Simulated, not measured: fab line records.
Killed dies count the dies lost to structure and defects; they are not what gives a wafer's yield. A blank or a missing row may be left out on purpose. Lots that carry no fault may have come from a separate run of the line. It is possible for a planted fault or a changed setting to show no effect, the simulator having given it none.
fab line records | flow n5-finfet
[record] lots = 11 wafers = 28 last-day = 17
route steps=1938 shown HKMG_FIN@430 PASSIVATION@1936
lots that met no fault: from a run of the same line without faults
start-h: hours from the record's opening day to when the first of the lot's shown wafers began | wait-h: hours since the lot's step before | " identical to the entry in the row above | L1.1+2: one row covering several wafers at once | - no value, or no start was given | * or withheld: withheld | < > ~ a bound
route shown NAME@n: NAME is a module with steps in the file, n the number in the route of the first one | usual: mean/standard deviation taken from wafers without a fault | same: alike in all rows | chamber/n: place in a boat | sites: each site's reading | _std_site: how widely they spread, as a standard deviation | _edge_site: inner sites' mean taken away from outer sites' mean | radius-mm: for every site, how far away it sits from the centre of the wafer | mask NAME#n: copy n | behind: tool/chamber where the wafer was last shaped | hold: what put the lot on hold/how long, in hours/how the hold closed | device: transistor that didn't switch, given as n, p or np | end of line: tests of these same wafers at the route's end | a step given without rows: its recipe and nothing more | killed: dies lost to structure and defects at the first sort, not the wafer's yield | map: a wafer's dies, x killed, . not, _ none there
set.NAME: the setting that was run; set.NAME@STEP: the one run at that earlier step | model.NAME: the simulator's own value behind a step, which no gauge read
route steps across a sampled set of lots; one table per step, one row per wafer
services: when a tool's chamber went out of use (start-h, in hours from the record's first day, below 0 if earlier), for how many hours, and the reason
[[steps]]
[step N5_HKMG_FIN_CD_MEAS_12]
[recipe] target-cd-nm = 92.8 landing-energy-ev = 500 detector = se-inlens
[usual] cd-nm = 93.1/0.81
// columns lot.wafer tool chamber start-h wait-h cd-nm
L443.2 cd-sem-02 0 79.58 - 93.3
L443.4 " 0 " " 93.1
L443.6 " 0 " " 92.5
L446.1 cd-sem-01 0 99.99 - 92.3
L446.2 " 0 " " 93.9
L446.6 " 0 " " 93.2
L447.4 cd-sem-02 0 103.28 - 92.3
L447.5 " 0 " " 91.9
L449.2 cd-sem-03 0 117.25 - 94.1
L449.4 " 0 " " 94.1
L449.6 " 0 " " 93.5
L452.2 cd-sem-02 0 138.35 - 91.5
L452.3 " 0 " " 92.7
L452.6 " 0 " " 92.3
L453.1 cd-sem-02 0 140.50 - 93.2
L453.6 " 0 " " 92.3
L456.1 cd-sem-01 0 157.47 - 92.9
L456.3 " 0 " " 93.1
L456.6 " 0 " " 92.9
L457.2 cd-sem-02 0 164.76 - 93.0
L457.5 " 0 " " 93.0
L459.1 cd-sem-01 0 177.77 - 92.9
L459.5 " 0 " " 94.0
L460.2 cd-sem-01 0 184.33 - 94.3
L460.5 " 0 " " 93.9
L464.3 cd-sem-01 0 209.37 - 93.3
L464.5 " 0 " " 92.9
L464.6 " 0 " " 92.1
[step N5_HKMG_FIN_ETCH_31]
[recipe] chemistry = CF4 target = SiARC target-depth-a = 455 mask-material = CAR-ArF time-s = 75.8 ion-energy-ev = 80 pressure-mtorr = 40 source-w = 545 bias-w = 36 Ar_flow_sccm = 100 cf4-flow-sccm = 100 ends = cleared
[usual] drypump-motor-current-A = 5.4/0.63 etch-rf-on-time-s = 77.1/2.3 oes-product-au = 0.65/0.08 rf-fwd-power-W = 539.9/1.9 rf-vpp-V = 183.9/0.98 showerhead-plenum-p-Torr = 2.12/0.059 throttle-valve-pct = 15.57/0.23
// columns lot.wafer tool chamber start-h wait-h drypump-motor-current-A etch-rf-on-time-s oes-product-au rf-fwd-power-W rf-hours-counter-h rf-vpp-V showerhead-plenum-p-Torr throttle-valve-pct
L443.2 rie-diel-05 0 79.70 0.0 5.9 78.6 0.57 539.8 236 183.8 2.10 15.54
L443.4 " 2 " " 5.2 74.2 0.76 541.4 30 186.0 2.18 15.16
L443.6 " 2 " " 5.2 74.1 0.76 542.3 - 183.2 2.18 15.15
L446.1 rie-diel-01 0 100.20 0.0 4.9 76.3 0.58 540.3 242 183.8 2.13 15.85
L446.2 " 2 " " 6.3 80.1 0.58 538.4 220 185.1 2.10 15.71
L446.6 " 2 " " 6.3 79.5 0.58 540.9 - 183.6 2.10 15.71
L447.4 rie-diel-04 0 103.98 0.0 5.4 77.7 0.59 543.4 222 183.6 2.12 16.03
L447.5 " 2 " " 5.3 75.6 0.63 539.8 - 182.9 2.06 15.36
L449.2 rie-diel-05 1 117.99 0.0 6.4 81.2 0.63 540.7 146 182.8 2.07 15.65
L449.4 " 0 " " 5.9 78.5 0.56 538.4 249 184.0 2.09 15.57
L449.6 " 1 " " 6.4 80.7 0.64 542.3 - 182.7 2.07 15.66
L452.2 rie-diel-01 2 138.47 0.0 6.3 81.3 0.56 540.5 226 184.3 2.10 15.72
L452.3 " 0 " " 4.9 77.0 0.57 535.5 249 183.8 2.13 15.89
L452.6 " 0 " " 4.9 77.1 0.57 536.1 - 184.2 2.13 15.87
L453.1 rie-diel-05 2 140.62 0.0 5.2 74.9 0.73 538.3 54 184.2 2.17 15.20
L453.6 " 3 " " 4.9 73.5 0.64 541.4 - 183.6 2.04 15.64
L456.1 rie-diel-05 0 157.59 0.0 6.0 74.4 0.83 539.3 4 184.1 2.09 15.09
L456.3 " 2 " " 5.2 74.7 0.72 541.0 59 184.2 2.17 15.22
L456.6 " 0 " " 5.9 74.4 0.83 540.7 - 182.5 2.09 15.09
L457.2 rie-diel-01 3 164.88 0.0 4.9 103.6 0.50 - 240 184.3 2.10 15.53
L457.5 " 0 " " 4.9 77.4 0.81 537.1 - 182.8 2.12 15.46
L459.1 rie-diel-01 3 177.90 0.0 4.9 102.8 0.50 - 244 184.9 2.10 15.51
L459.5 " 2 " " 6.3 78.8 0.57 542.1 - 184.7 2.09 15.76
L460.2 rie-diel-01 3 184.45 0.0 4.8 102.0 0.50 - 246 184.1 2.09 15.51
L460.5 " 3 " " 4.8 77.2 0.58 538.3 - 184.4 2.09 15.52
L464.3 rie-diel-04 1 209.63 0.0 5.3 77.4 0.77 543.5 15 185.6 2.26 15.23
L464.5 " 0 " " 5.5 75.4 0.85 539.3 - 183.6 2.11 15.61
L464.6 " 1 " " 5.3 76.9 0.78 542.3 - 186.2 2.26 15.25
[step N5_HKMG_FIN_ETCH_32]
[recipe] chemistry = N2/H2 target = SOC target-depth-a = 2400 temp-c = 40 time-s = 300 ion-energy-ev = 200 mask-material = SiARC pressure-mtorr = 30 source-w = 840 bias-w = 150 n2-flow-sccm = 200 h2-flow-sccm = 200
[usual] drypump-motor-current-A = 5.4/0.63 oes-product-au = 0.75/0.095 rf-fwd-power-W = 838.6/2.8 rf-vpp-V = 523.3/2.2 showerhead-plenum-p-Torr = 2.52/0.066 throttle-valve-pct = 17.79/0.26
[same] time-s = 300
// columns lot.wafer tool chamber start-h wait-h drypump-motor-current-A oes-product-au rf-fwd-power-W rf-hours-counter-h rf-vpp-V showerhead-plenum-p-Torr throttle-valve-pct
L443.2 rie-diel-05 0 79.76 0.0 5.9 0.65 836.9 237 523.0 2.52 17.84
L443.4 " 2 " " 5.2 0.89 840.3 30 526.9 2.58 17.24
L443.6 " 2 " " 5.2 0.90 840.1 - 525.1 2.58 17.26
L446.1 rie-diel-01 0 100.26 0.0 4.9 0.68 839.7 242 521.5 2.48 17.75
L446.2 " 2 " " 6.3 0.67 833.4 220 522.6 2.52 18.01
L446.6 " 2 " " 6.3 0.67 837.4 - 524.0 2.52 17.99
L447.4 rie-diel-04 0 104.04 0.0 5.5 0.70 840.7 222 522.5 2.52 18.27
L447.5 " 2 " " 5.3 0.74 841.5 - 522.6 2.46 17.71
L449.2 rie-diel-05 1 118.05 0.0 6.3 0.75 838.9 146 520.5 2.47 17.99
L449.4 " 0 " " 5.9 0.66 841.5 249 522.3 2.51 17.86
L449.6 " 1 " " 6.4 0.75 841.8 - 521.6 2.47 18.01
L452.2 rie-diel-01 2 138.53 0.0 6.3 0.66 837.2 226 523.7 2.52 18.02
L452.3 " 0 " " 4.9 0.68 842.8 249 524.3 2.47 17.77
L452.6 " 0 " " 4.9 0.67 838.4 - 523.2 2.47 17.76
L453.1 rie-diel-05 2 140.68 0.0 5.2 0.86 838.1 54 525.8 2.57 17.30
L453.6 " 3 " " 4.9 0.75 837.7 - 521.7 2.43 17.90
L456.1 rie-diel-05 0 157.65 0.0 5.9 0.94 835.4 4 522.3 2.51 17.46
L456.3 " 2 " " 5.2 0.84 839.8 60 526.0 2.57 17.30
L456.6 " 0 " " 6.0 0.96 837.0 - 522.0 2.51 17.46
L457.2 rie-diel-01 3 164.94 0.0 4.9 0.66 836.7 240 522.4 2.52 17.78
L457.5 " 0 " " 4.9 0.96 834.9 - 523.3 2.47 17.45
L459.1 rie-diel-01 3 177.95 0.0 4.9 0.66 841.5 244 524.3 2.51 17.78
L459.5 " 2 " " 6.3 0.66 841.7 - 523.3 2.51 18.05
L460.2 rie-diel-01 3 184.51 0.0 4.9 0.67 836.7 246 521.6 2.51 17.79
L460.5 " 3 " " 4.9 0.66 839.2 - 524.0 2.51 17.80
L464.3 rie-diel-04 1 209.68 0.0 5.4 0.92 837.2 15 528.6 2.71 17.65
L464.5 " 0 " " 5.4 1.00 839.5 - 522.2 2.50 17.93
L464.6 " 1 " " 5.4 0.91 840.8 - 529.9 2.71 17.67
[step N5_HKMG_FIN_STRIP_89]
[recipe] chemistry = N2/H2 material = SOC time-s = 20 power-w = 500 temp-c = 40 pressure-mtorr = 50 rf-frequency-hz = 6e+07 bias-power-w = 8 h2-frac = 0.5 n2-flow-sccm = 300 h2-flow-sccm = 300
[usual] bias-power-w = 7.997/0.024 drypump-motor-current-A = 5.4/0.57 oes-product-au = 0.76/0.093 rf-fwd-power-W = 497.5/1.6 rf-vpp-V = 54.1/0.92 showerhead-plenum-p-Torr = 3.32/0.093 throttle-valve-pct = 18.9/0.36
[same] time-s = 20
// columns lot.wafer tool chamber start-h wait-h bias-power-w drypump-motor-current-A oes-product-au rf-fwd-power-W rf-hours-counter-h rf-vpp-V showerhead-plenum-p-Torr throttle-valve-pct
L443.2 rie-diel-05 0 81.04 0.0 7.989 6.0 0.66 500.4 237 53.6 3.33 18.8
L443.4 " 2 " " 7.953 5.2 0.89 501.3 31 53.6 3.41 18.3
L443.6 " 3 " " 7.989 4.9 0.78 499.7 - 52.7 3.23 18.8
L446.1 rie-diel-05 2 101.55 0.0 7.966 5.2 0.87 495.8 38 54.0 3.40 18.3
L446.2 " 3 " " 7.992 4.9 0.77 498.1 156 54.0 3.22 18.8
L446.6 " 1 " " 7.973 6.4 0.76 497.6 - 53.7 3.26 19.1
L447.4 rie-diel-05 3 105.43 0.0 7.989 4.9 0.77 497.6 157 55.1 3.22 18.8
L447.5 " 3 " " 7.981 4.9 0.77 500.0 - 53.0 3.22 18.8
L449.2 rie-diel-04 2 119.48 0.0 7.998 5.3 0.73 496.6 167 52.9 3.25 19.0
L449.4 " 1 " " 8.020 5.4 0.66 498.3 234 53.2 3.18 19.5
L449.6 " 2 " " 8.038 5.3 0.74 498.2 - 53.9 3.25 19.0
L452.2 rie-diel-05 3 139.99 0.0 8.000 4.9 0.76 501.1 174 52.3 3.21 18.9
L452.3 " 1 " " 8.049 6.4 0.74 494.8 159 54.0 3.25 19.2
L452.6 " 1 " " 8.046 6.4 0.73 497.0 - 54.9 3.25 19.2
L453.1 rie-diel-04 1 141.96 0.0 8.028 5.4 0.66 495.5 244 53.4 3.17 19.5
L453.6 " 0 " " 7.999 5.5 0.67 496.4 - 54.6 3.32 19.6
L456.1 rie-diel-05 0 158.96 0.0 8.031 6.0 0.96 498.2 5 52.7 3.32 18.4
L456.3 " 1 " " 8.009 6.5 0.72 500.9 166 54.1 3.25 19.2
L456.6 " 0 " " 8.009 5.9 0.97 500.8 - 53.0 3.32 18.4
L457.2 rie-diel-01 2 166.23 0.0 7.995 6.3 0.67 496.4 237 54.2 3.32 19.2
L457.5 " 2 " " 7.982 6.3 0.67 494.7 - 54.4 3.32 19.2
L459.1 rie-diel-01 1 179.25 0.0 7.991 4.7 0.73 496.4 197 54.5 3.46 19.0
L459.5 " 3 " " 8.013 4.9 0.67 496.9 - 54.4 3.32 18.8
L460.2 rie-diel-04 2 185.79 0.0 7.973 5.3 0.73 495.4 196 55.0 3.23 19.0
L460.5 " 2 " " 8.012 5.3 0.72 499.4 - 53.2 3.23 19.0
L464.3 rie-diel-05 2 211.24 0.0 7.990 5.2 0.83 496.6 77 55.4 3.38 18.3
L464.5 " 2 " " 7.995 5.2 0.82 496.3 - 53.4 3.38 18.3
L464.6 " 1 " " 8.019 6.4 0.71 498.6 - 53.0 3.24 19.2
[step N5_PASSIVATION_PROBE_49]
[usual] killed_at_M0_to_M3 = 35/11 killed_at_M4_up = 13/5.7 killed-at-contacts = 12/5.7 killed-at-front-end = 40/11 killed-at-other = 4/4.4 killed-dies = 105/18 killed-open = 68/14 killed-short = 34/7.4
[same] gross-dies = 1180 killed-at-back-side = 0
// columns lot.wafer tool chamber start-h wait-h killed_at_M0_to_M3 killed_at_M4_up killed-at-contacts killed-at-front-end killed-at-other killed-dies killed-open killed-short
L459.1 prober-02 - 363.64 0.5 39 7 9 28 7 90 67 22
// killed by level:class
L459.1 BEOL_M1:geometric-particle:open=8 MOL_CONTACT_COAG:geometric-particle:open=8 BEOL_M0_SAQP:geometric-particle:open=8 BEOL_M2:geometric-particle:open=7 FIN_SAQP:geometric-particle:short=6 BEOL_M0_SAQP:geometric-particle:short=6 FIN_SAQP:geometric-particle:open=5 BEOL_M0:geometric-particle:open=5
[[services]]
// columns tool chamber start-h hours kind
rie-diel-05 - 71.46 0.8 repair
rie-diel-01 - 102.19 4.3 pm
rie-diel-01 2 107.31 5.2 repair
rie-diel-05 0 119.05 - clean
rie-diel-05 0 119.05 - consumable-replace:focus-ring
rie-diel-05 0 119.05 23.4 scheduled-down
rie-diel-05 0 119.05 23.4 vent-cycle
rie-diel-05 2 120.99 4.6 repair
rie-diel-01 0 141.86 - clean
rie-diel-01 0 141.86 - consumable-replace:focus-ring
rie-diel-01 0 141.86 13.6 scheduled-down
rie-diel-01 0 141.86 13.6 vent-cycle
rie-diel-04 1 152.74 6.5 repair
rie-diel-04 1 165.36 - clean
rie-diel-04 1 165.36 - consumable-replace:focus-ring
rie-diel-04 1 165.36 - consumable-replace:showerhead
rie-diel-04 1 165.36 12.3 scheduled-down
rie-diel-04 1 165.36 12.3 vent-cycle
rie-diel-04 0 177.71 - clean
rie-diel-04 0 177.71 - consumable-replace:focus-ring
rie-diel-01 3 197.18 - clean
rie-diel-01 3 197.18 - consumable-replace:focus-ring
rie-diel-01 3 197.18 15.6 scheduled-down
rie-diel-01 3 197.18 15.6 vent-cycle
[[key]]
[first-sign] step = N5_HKMG_FIN_ETCH_31 reading = etch-rf-on-time-s direction = up sigmas = 11 usual = * struck = *
effect none on later readings
met-at N5_HKMG_FIN_ETCH_31
struck-lots L457,L459,L460
struck-wafers L457.2,L459.1,L460.2
tester-left-out L457,L459,L460
not-acting-at N5_HKMG_FIN_CD_MEAS_12,N5_HKMG_FIN_ETCH_32,N5_HKMG_FIN_STRIP_89
onset-between 138.47 164.88
[fault] kind = process-parameter-drift tool = rie-diel-01 chamber = - onset-h = 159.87 steps = N5_HKMG_FIN_ETCH_31 channel = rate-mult offset = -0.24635 shape = step end-h = 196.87 scope = struck-wafers-only
// tester-left-out: of these lots the tester's yield and bins aren't shown, on N5 and GAA mostly nor the transistor test; their killed dies are dies lost to structure and defects alone, not to doping, threshold or leakage, so they don't give the yield
